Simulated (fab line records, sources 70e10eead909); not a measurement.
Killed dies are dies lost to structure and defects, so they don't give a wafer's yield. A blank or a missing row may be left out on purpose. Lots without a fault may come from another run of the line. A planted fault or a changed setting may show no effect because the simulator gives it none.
fab line records | flow nand_harc
record lots=11 wafers=33 last_day=34
route steps=1302 shown P_STI@85 P_GATE@131 END@1302
lots that met no fault: from a run of the same line without faults
start_h: hours from the record's first day to the start of the lot's first wafer shown | wait_h: hours since the lot's step before | " the same as in the row above | L1.1+2: a row that stands for several wafers | - no value, or no start given | * or withheld: withheld | < > ~ a bound
route shown NAME@n: a module of which the file shows steps, and the number in the route of the first | usual: mean/standard deviation of fault-free wafers | same: alike in all rows | chamber/n: place in a boat | sites: the reading at each site | _std_site: their standard deviation | _edge_site: outer sites' mean less inner sites' | radius_mm: how far each site lies from the wafer's centre | mask NAME#n: copy n | behind: the tool/chamber that last shaped the wafer | hold: why the lot was held/for how many hours/how that ended | device: the transistor (n, p or np) that didn't switch | end of line: the same wafers' tests at the end of the route | a step without rows: its recipe alone | killed: dies lost to structure and defects at the first sort, not the wafer's yield | map: a wafer's dies, x killed, . not, _ none there
set.NAME: the setting as run; set.NAME@STEP: as run at that earlier step | model.NAME: the simulator's own value behind a step, which no gauge read
steps of the route over a sample of lots; a table a step, a row a wafer
services: from which hour (start_h, from the record's first day; less than 0 if before it) a tool's chamber was out of use, for how many hours, and why
## steps
# step NHARC_P_STI_INSPECT_11
# usual raw_defect_count=5.6/2.4
# columns lot.wafer tool chamber start_h wait_h raw_defect_count
L572.2 defect_inspect-01 - 44.50 0.0 8
L572.4 " - " " 5
L572.5 " - " " 4
L575.2 defect_inspect-01 - 75.29 0.0 4
L575.4 " - " " 7
L575.6 " - " " 5
L576.2 defect_inspect-01 - 85.58 0.0 5
L576.3 " - " " 6
L576.6 " - " " 12
L579.1 defect_inspect-01 - 112.95 0.0 2
L579.5 " - " " 5
L579.6 " - " " 3
L581.1 defect_inspect-02 - 139.54 0.0 2
L581.4 " - " " 4
L581.6 " - " " 3
L587.2 defect_inspect-02 - 195.57 0.0 5
L587.3 " - " " 8
L587.6 " - " " 3
L589.2 defect_inspect-01 - 214.91 0.0 8
L589.3 " - " " 3
L589.6 " - " " 5
L590.1 defect_inspect-01 - 224.76 0.0 10
L590.2 " - " " 5
L590.6 " - " " 8
L591.2 defect_inspect-01 - 233.42 0.0 7
L591.3 " - " " 4
L591.4 " - " " 6
L593.1 defect_inspect-01 - 254.97 0.0 5
L593.2 " - " " 7
L593.5 " - " " 11
L594.1 defect_inspect-01 - 267.27 0.0 6
L594.3 " - " " 5
L594.4 " - " " 4
# step NHARC_P_STI_OCD_MEAS_43
# usual trench_depth_nm=301/4.1 trench_foot_cd_nm=157.6/2.3
# columns lot.wafer tool chamber start_h wait_h trench_depth_nm trench_foot_cd_nm
L572.2 ocd-02 - 45.67 - 297 159.4
L572.4 " - " " 299 158.5
L572.5 " - " " 296 161.5
L575.2 ocd-02 - 76.49 - 304 156.5
L575.4 " - " " 305 155.5
L575.6 " - " " 293 159.9
L576.2 ocd-01 - 86.81 - 304 158.4
L576.3 " - " " 299 155.8
L576.6 " - " " 305 158.1
L579.1 ocd-02 - 114.11 - 304 156.1
L579.5 " - " " 297 161.1
L579.6 " - " " 301 153.2
L581.1 ocd-01 - 140.71 - 304 155.7
L581.4 " - " " 306 157.5
L581.6 " - " " 302 158.4
L587.2 ocd-02 - 196.74 - 304 153.1
L587.3 " - " " 309 156.6
L587.6 " - " " 301 159.6
L589.2 ocd-02 - 216.11 - 305 157.5
L589.3 " - " " 297 160.9
L589.6 " - " " 300 158.6
L590.1 ocd-02 - 225.93 - 307 156.8
L590.2 " - " " 305 157.6
L590.6 " - " " 299 155.0
L591.2 ocd-01 - 234.60 - 297 156.9
L591.3 " - " " 296 157.3
L591.4 " - " " 295 159.9
L593.1 ocd-02 - 256.37 - 300 155.9
L593.2 " - " " 297 157.4
L593.5 " - " " 303 155.8
L594.1 ocd-01 - 268.43 - 301 154.3
L594.3 " - " " 297 158.0
L594.4 " - " " 297 158.3
# step NHARC_P_STI_CMP_21
# recipe t_overpolish_s=20 target_thk_nm=380.67
# usual edge_zone_pressure_frac=1.000/0.005 motor_current_A=11.4/1 overpolish_run_s=20.001/0.0095
# columns lot.wafer tool chamber start_h wait_h edge_zone_pressure_frac motor_current_A overpolish_run_s
L572.2 cmp-04 1 62.82 0.4 0.995 12.4 20.006
L572.4 " 2 " " 1.004 10.5 19.995
L572.5 " 2 " " 1.006 9.4 19.987
L575.4 cmp-04 1 95.11 0.4 0.996 13.3 20.008
L575.2 " 2 " " 0.994 10.6 20.001
L575.6 " 1 " " 0.998 12.8 20.017
L576.2 cmp-03 2 105.64 0.4 1.005 13.3 20.005
L576.3 " 3 " " 0.996 12.2 19.993
L576.6 " 2 " " 0.997 12.3 19.970
L579.1 cmp-04 2 135.21 0.4 1.000 9.9 19.988
L579.6 " 2 " " 1.003 10.1 20.007
L579.5 " 3 " " 0.997 11.9 20.005
L581.1 cmp-04 2 160.08 0.4 0.999 10.1 20.001
L581.4 " 0 " " 0.997 10.2 19.988
L581.6 " 2 " " 0.999 9.9 20.022
L587.2 cmp-01 2 213.93 0.4 0.996 13.0 20.004
L587.3 " 3 " " 1.002 11.0 19.998
L587.6 " 1 " " 0.997 11.9 20.002
L589.2 cmp-04 3 235.13 0.4 0.996 11.2 19.994
L589.3 " 1 " " 1.012 12.4 19.994
L589.6 " 3 " " 1.000 11.6 20.003
L590.1 cmp-03 0 242.74 0.4 0.996 11.2 19.989
L590.2 " 1 " " 0.997 10.8 19.990
L590.6 " 3 " " 0.999 12.0 19.987
L591.3 cmp-04 2 253.20 0.4 1.006 10.1 20.010
L591.4 " 3 " " 1.002 11.1 19.995
L591.2 " 1 " " 1.001 12.8 20.010
L593.2 cmp-04 1 275.94 0.4 1.002 12.3 19.996
L593.1 " 2 " " 0.998 10.0 20.006
L593.5 " 0 " " 0.996 10.1 19.997
L594.1 cmp-04 0 287.11 0.4 0.997 10.1 20.007
L594.4 " 1 " " 1.001 12.4 19.987
L594.3 " 3 " " 1.011 11.4 19.986
# step NHARC_P_STI_INSPECT_25
# usual raw_defect_count=210/96
# columns lot.wafer tool chamber start_h wait_h raw_defect_count
L572.2 defect_inspect-02 - 70.56 0.4 432
L572.4 " - " " 321
L572.5 " - " " 576
L575.2 defect_inspect-01 - 103.02 0.4 244
L575.4 " - " " 168
L575.6 " - " " 139
L576.2 defect_inspect-01 - 113.39 0.4 207
L576.3 " - " " 230
L576.6 " - " " 187
L579.1 defect_inspect-02 - 145.46 0.4 126
L579.5 " - " " 134
L579.6 " - " " 77
L581.1 defect_inspect-01 - 169.28 0.4 241
L581.4 " - " " 568
L581.6 " - " " 171
L587.2 defect_inspect-02 - 222.38 0.4 103
L587.3 " - " " 144
L587.6 " - " " 174
L589.2 defect_inspect-01 - 244.69 0.4 201
L589.3 " - " " 259
L589.6 " - " " 199
L590.1 defect_inspect-01 - 250.62 0.4 179
L590.2 " - " " 154
L590.6 " - " " 276
L591.2 defect_inspect-01 - 262.83 0.4 218
L591.3 " - " " 117
L591.4 " - " " 98
L593.1 defect_inspect-01 - 284.00 0.4 178
L593.2 " - " " 181
L593.5 " - " " 228
L594.1 defect_inspect-02 - 295.07 0.4 158
L594.3 " - " " 195
L594.4 " - " " 139
# step NHARC_P_GATE_HM_DEP_102
# recipe target_thk_a=1200 temp_c=400 material=aC
# usual throttle_valve_pct=34.998/0.0086
# columns lot.wafer tool chamber start_h wait_h throttle_valve_pct
L572.2 acl_dep-03 0 93.42 0.5 34.986
L572.4 " 0 " " 34.999
L572.5 " 0 " " 35.000
L575.2 acl_dep-02 0 126.05 0.5 35.006
L575.4 " 0 " " 35.001
L575.6 " 0 " " 34.992
L576.2 acl_dep-01 0 139.45 5.2 34.993
L576.3 " 0 " " 34.998
L576.6 " 0 " " 35.000
L579.1 acl_dep-02 0 166.85 0.4 35.010
L579.5 " 0 " " 34.998
L579.6 " 0 " " 34.978
L581.1 acl_dep-03 0 192.83 0.4 35.005
L581.4 " 0 " " 35.003
L581.6 " 0 " " 35.016
L587.2 acl_dep-03 0 246.91 3.4 34.989
L587.3 " 0 " " 34.987
L587.6 " 0 " " 34.993
L589.2 acl_dep-02 0 269.76 4.5 34.995
L589.3 " 0 " " 34.994
L589.6 " 0 " " 35.000
L590.1 acl_dep-03 0 273.90 2.9 34.997
L590.2 " 0 " " 34.998
L590.6 " 0 " " 34.984
L591.2 acl_dep-03 0 285.63 0.5 35.000
L591.3 " 0 " " 34.995
L591.4 " 0 " " 35.004
L593.1 acl_dep-01 0 303.74 0.4 34.994
L593.2 " 0 " " 35.007
L593.5 " 0 " " 34.996
L594.1 acl_dep-02 0 318.98 3.1 35.012
L594.3 " 0 " " 34.997
L594.4 " 0 " " 35.007
# step NHARC_P_GATE_INSPECT_28
# usual raw_defect_count=6/3.3
# columns lot.wafer tool chamber start_h wait_h raw_defect_count
L572.2 defect_inspect-02 - 94.79 0.0 7
L572.4 " - " " 11
L572.5 " - " " 10
L575.2 defect_inspect-01 - 127.41 0.0 6
L575.4 " - " " 5
L575.6 " - " " 11
L576.2 defect_inspect-01 - 140.81 0.0 3
L576.3 " - " " 10
L576.6 " - " " 7
L579.1 defect_inspect-02 - 168.20 0.0 12
L579.5 " - " " 5
L579.6 " - " " 15
L581.1 defect_inspect-02 - 194.29 0.0 8
L581.4 " - " " 425
L581.6 " - " " 5
L587.2 defect_inspect-02 - 248.14 0.0 4
L587.3 " - " " 6
L587.6 " - " " 8
L589.2 defect_inspect-01 - 271.12 0.0 4
L589.3 " - " " 11
L589.6 " - " " 8
L590.1 defect_inspect-02 - 275.77 0.0 4
L590.2 " - " " 2
L590.6 " - " " 6
L591.2 defect_inspect-02 - 286.99 0.0 9
L591.3 " - " " 6
L591.4 " - " " 9
L593.1 defect_inspect-01 - 305.20 0.0 13
L593.2 " - " " 11
L593.5 " - " " 6
L594.1 defect_inspect-02 - 320.32 0.0 6
L594.3 " - " " 8
L594.4 " - " " 14
# step NHARC_P_GATE_INSPECT_68
# usual raw_defect_count=195/93
# columns lot.wafer tool chamber start_h wait_h raw_defect_count
L572.2 defect_inspect-02 - 112.97 0.1 465
L572.4 " - " " 296
L572.5 " - " " 557
L575.2 defect_inspect-01 - 145.54 0.1 233
L575.4 " - " " 167
L575.6 " - " " 117
L576.2 defect_inspect-02 - 159.59 0.1 206
L576.3 " - " " 187
L576.6 " - " " 153
L579.1 defect_inspect-02 - 186.63 0.2 134
L579.5 " - " " 126
L579.6 " - " " 78
L581.1 defect_inspect-02 - 212.34 0.2 247
L581.4 " - " " 535
L581.6 " - " " 155
L587.2 defect_inspect-01 - 266.64 0.1 125
L587.3 " - " " 120
L587.6 " - " " 137
L589.2 defect_inspect-01 - 289.62 0.1 189
L589.3 " - " " 257
L589.6 " - " " 223
L590.1 defect_inspect-02 - 294.49 0.2 165
L590.2 " - " " 103
L590.6 " - " " 233
L591.2 defect_inspect-01 - 305.54 0.1 209
L591.3 " - " " 109
L591.4 " - " " 98
L593.1 defect_inspect-01 - 323.37 0.2 184
L593.2 " - " " 177
L593.5 " - " " 259
L594.1 defect_inspect-02 - 338.66 0.2 197
L594.3 " - " " 186
L594.4 " - " " 132
# step NHARC_END_SORT_01
# recipe temp_c=25
# usual killed_at_array=52/17 killed_at_other=0.9/1.2 killed_at_periphery=3.9/2.7 killed_dies=57/16 killed_open=3.3/1.9 killed_short=2.5/1.5
# same gross_dies=677
# columns lot.wafer tool chamber start_h wait_h killed_at_array killed_at_other killed_at_periphery killed_dies killed_open killed_short
L572.2 prober-01 0 566.52 2.8 75 0 0 75 0 4
L572.4 prober-01 0 568.12 3.4 81 1 1 83 6 1
L572.5 prober-01 0 568.92 3.7 80 1 1 82 1 6
L581.1 prober-02 0 654.81 2.5 57 3 6 66 3 2
L581.4 prober-02 0 657.23 3.4 38 2 279 319 1 1
L581.6 prober-02 0 658.83 4.0 55 2 5 62 3 2
L587.2 prober-02 0 721.63 2.8 38 1 2 41 3 2
L587.3 prober-02 0 722.44 3.2 49 0 9 58 4 0
L587.6 prober-02 0 724.87 4.1 31 1 3 35 5 2
L590.1 prober-01 0 741.36 2.5 66 0 6 72 7 3
L590.2 prober-01 0 742.15 2.8 54 0 12 66 6 2
L590.6 prober-01 0 745.28 3.9 53 1 8 62 6 2
L589.2 prober-02 0 742.15 2.8 52 0 3 55 3 0
L589.3 prober-02 0 742.96 3.1 75 1 3 79 2 1
L589.6 prober-02 0 745.41 4.1 61 1 1 63 6 1
L591.2 prober-01 0 765.24 2.8 81 1 5 87 1 4
L591.3 prober-01 0 766.03 3.1 62 1 6 69 5 1
L591.4 prober-01 0 766.82 3.4 79 0 6 85 4 3
# killed by level:class
L572.2 A_CHANNEL_HOLE_D1:chamber_film_flake=31 A_SLIT:chamber_film_flake=21 A_STAIRCASE:chamber_film_flake=7 A_CHANNEL_HOLE_D2:chamber_film_flake=6 A_CHANNEL_FILL_D2:geometric_particle:short=3 A_CONTACT:chamber_film_flake=3 A_WL_FILL:geometric_particle:short=1 A_ZERO_WELL:chamber_film_flake=1
L572.4 A_CHANNEL_HOLE_D1:chamber_film_flake=32 A_SLIT:chamber_film_flake=17 A_STAIRCASE:chamber_film_flake=8 A_CHANNEL_FILL_D1:chamber_film_flake=5 A_CHANNEL_HOLE_D2:chamber_film_flake=5 A_CONTACT:chamber_film_flake=4 A_ONON_D2:geometric_particle:open=2 A_WL_FILL:chamber_film_flake=2
L572.5 A_CHANNEL_HOLE_D1:chamber_film_flake=38 A_SLIT:chamber_film_flake=18 A_STAIRCASE:chamber_film_flake=5 A_CONTACT:chamber_film_flake=5 A_WL_FILL:geometric_particle:short=3 A_CHANNEL_FILL_D1:chamber_film_flake=3 A_CHANNEL_HOLE_D2:chamber_film_flake=3 P_M1:geometric_particle:short=1
L581.1 A_CHANNEL_HOLE_D1:chamber_film_flake=35 A_CONTACT:chamber_film_flake=9 A_CHANNEL_HOLE_D2:chamber_film_flake=7 A_SLIT:chamber_film_flake=3 THIN_TSV:chamber_film_flake=3 P_CONTACT:geometric_particle:open=2 P_STI:chamber_film_flake=2 P_M0:geometric_particle:open=1
L581.4 P_STI:unspecified=278 A_CHANNEL_HOLE_D1:chamber_film_flake=25 A_CONTACT:chamber_film_flake=6 A_CHANNEL_HOLE_D2:chamber_film_flake=5 THIN_TSV:chamber_film_flake=2 A_ONON_D2:geometric_particle:short=1 A_WL_FILL:geometric_particle:open=1 P_STI:chamber_film_flake=1
L581.6 A_CHANNEL_HOLE_D1:chamber_film_flake=29 A_CHANNEL_HOLE_D2:chamber_film_flake=12 A_CONTACT:chamber_film_flake=6 P_STI:chamber_film_flake=4 A_CHANNEL_FILL_D1:chamber_film_flake=2 THIN_TSV:chamber_film_flake=2 A_ONON_D1:geometric_particle:open=1 A_DECK1_JOINT:geometric_particle:short=1
L587.2 A_SLIT:chamber_film_flake=27 A_STAIRCASE:chamber_film_flake=3 A_CHANNEL_HOLE_D1:chamber_film_flake=2 P_CONTACT:geometric_particle:short=1 P_M0:geometric_particle:open=1 A_CHANNEL_FILL_D1:geometric_particle:open=1 A_ONON_D2:geometric_particle:short=1 A_CONTACT:geometric_particle:open=1
L587.3 A_SLIT:chamber_film_flake=27 A_STAIRCASE:chamber_film_flake=8 P_BONDPAD:chamber_film_flake=7 A_CHANNEL_HOLE_D1:chamber_film_flake=4 A_CONTACT:chamber_film_flake=3 P_ZERO_WELL:chamber_film_flake=2 A_BONDPAD:chamber_film_flake=2 A_SOURCE_PLATE:geometric_particle:open=1
L587.6 A_SLIT:chamber_film_flake=12 A_STAIRCASE:chamber_film_flake=6 P_BONDPAD:chamber_film_flake=3 A_CONTACT:chamber_film_flake=3 A_ONON_D2:geometric_particle:open=2 A_ZERO_WELL:chamber_film_flake=2 A_ONON_D1:geometric_particle:short=1 A_CHANNEL_FILL_D1:geometric_particle:open=1
L590.1 A_CHANNEL_HOLE_D1:chamber_film_flake=31 A_SLIT:chamber_film_flake=14 A_STAIRCASE:chamber_film_flake=4 A_CONTACT:chamber_film_flake=4 A_CHANNEL_FILL_D2:geometric_particle:short=2 P_M1:chamber_film_flake=2 P_M2:chamber_film_flake=2 A_CHANNEL_FILL_D2:chamber_film_flake=2
L590.2 A_CHANNEL_HOLE_D1:chamber_film_flake=33 P_M1:chamber_film_flake=10 A_SLIT:chamber_film_flake=10 A_ONON_D1:geometric_particle:short=2 A_DECK1_JOINT:geometric_particle:open=2 P_CONTACT:geometric_particle:open=1 P_M2:geometric_particle:open=1 A_CHANNEL_FILL_D1:geometric_particle:open=1
L589.2 A_CHANNEL_HOLE_D1:chamber_film_flake=30 A_CHANNEL_HOLE_D2:chamber_film_flake=9 A_SLIT:chamber_film_flake=5 A_CONTACT:chamber_film_flake=4 A_STAIRCASE:chamber_film_flake=2 P_M2:chamber_film_flake=2 P_M2:geometric_particle:open=1 A_CHANNEL_HOLE_D1:geometric_particle:open=1
L589.3 A_CHANNEL_HOLE_D1:chamber_film_flake=32 A_CHANNEL_HOLE_D2:chamber_film_flake=26 A_SLIT:chamber_film_flake=5 A_CONTACT:chamber_film_flake=4 A_CHANNEL_FILL_D1:chamber_film_flake=3 A_STAIRCASE:chamber_film_flake=3 P_GATE:geometric_particle:short=1 A_SGD_CUT:geometric_particle:open=1
L590.6 A_CHANNEL_HOLE_D1:chamber_film_flake=34 A_SLIT:chamber_film_flake=8 P_M1:chamber_film_flake=6 A_CHANNEL_FILL_D2:chamber_film_flake=2 P_CONTACT:geometric_particle:open=1 A_CHANNEL_HOLE_D1:geometric_particle:open=1 A_CHANNEL_FILL_D2:geometric_particle:short=1 A_CHANNEL_FILL_D2:geometric_particle:open=1
L589.6 A_CHANNEL_HOLE_D1:chamber_film_flake=31 A_CHANNEL_HOLE_D2:chamber_film_flake=8 A_STAIRCASE:chamber_film_flake=5 A_CONTACT:chamber_film_flake=5 A_SLIT:chamber_film_flake=4 A_SGD_CUT:geometric_particle:open=2 A_CHANNEL_FILL_D1:geometric_particle:open=1 A_CHANNEL_HOLE_D2:geometric_particle:open=1
L591.2 A_CHANNEL_HOLE_D1:chamber_film_flake=31 A_CHANNEL_HOLE_D2:chamber_film_flake=23 A_SLIT:chamber_film_flake=14 A_CONTACT:chamber_film_flake=6 P_STI:chamber_film_flake=3 A_WL_FILL:chamber_film_flake=3 A_ONON_D1:geometric_particle:short=2 P_M1:geometric_particle:short=1
L591.3 A_CHANNEL_HOLE_D1:chamber_film_flake=34 A_CONTACT:chamber_film_flake=9 A_CHANNEL_HOLE_D2:chamber_film_flake=8 P_GATE:chamber_film_flake=3 A_SLIT:chamber_film_flake=3 P_M2:chamber_film_flake=2 A_WL_FILL:chamber_film_flake=2 A_CHANNEL_FILL_D1:geometric_particle:open=1
L591.4 A_CHANNEL_HOLE_D1:chamber_film_flake=36 A_CHANNEL_HOLE_D2:chamber_film_flake=20 A_SLIT:chamber_film_flake=14 A_CONTACT:chamber_film_flake=5 P_CONTACT:geometric_particle:short=1 P_M0:geometric_particle:short=1 P_M0:geometric_particle:open=1 P_M1:geometric_particle:open=1
## services
# columns tool chamber start_h hours kind
cmp-03 - 44.63 1.9 repair
acl_dep-02 - 61.71 13.0 pm
cmp-03 - 65.29 4.0 pm
cmp-03 - 79.23 1.2 repair
cmp-01 - 89.27 4.0 pm
cmp-04 - 111.25 4.0 pm
acl_dep-03 - 123.66 13.0 pm
cmp-03 - 125.63 5.2 repair
cmp-03 - 132.12 6.2 repair
cmp-03 - 163.29 4.0 pm
cmp-03 - 182.80 0.8 repair
cmp-01 - 187.27 4.0 pm
acl_dep-01 - 187.67 13.0 pm
cmp-04 - 208.19 1.5 repair
cmp-03 - 217.96 5.9 repair
cmp-01 - 232.42 0.3 repair
acl_dep-02 - 243.53 13.0 pm
cmp-04 - 247.24 3.5 repair
cmp-04 - 254.61 2.1 repair
cmp-03 - 261.29 4.0 pm
cmp-04 - 274.44 0.9 repair
cmp-03 - 277.42 2.3 repair
cmp-04 - 307.66 4.0 pm
acl_dep-03 - 307.96 13.0 pm
## key
first_sign step=NHARC_P_STI_INSPECT_25 reading=raw_defect_count direction=up sigmas=3.7 usual=210 struck=568
effect step=NHARC_P_GATE_INSPECT_28 reading=raw_defect_count direction=up sigmas=99+ usual=6 struck=425
effect step=NHARC_P_GATE_INSPECT_68 reading=raw_defect_count direction=up sigmas=3.7 usual=195 struck=535
effect step=NHARC_END_SORT_01 reading=killed_at_periphery direction=up sigmas=99+ usual=3.9 struck=279
more_kills_born_at NHARC_P_STI_CMP_21@cmp-04=278
met_at NHARC_P_STI_CMP_21
struck_lots L581
struck_wafers L581.4
tester_left_out L581
not_acting_at NHARC_P_STI_INSPECT_11,NHARC_P_STI_OCD_MEAS_43,NHARC_P_GATE_HM_DEP_102
fault kind=chamber_particle_source tool=cmp-04 chamber=0 onset_h=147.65 steps=NHARC_P_STI_CMP_21 rate_per_visit_cm2=0.67077 end_h=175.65
# tester_left_out: of these lots the tester's yield and bins aren't shown, on N5 and GAA mostly nor the transistor test; their killed dies are dies lost to structure and defects alone, not to doping, threshold or leakage, so they don't give the yield
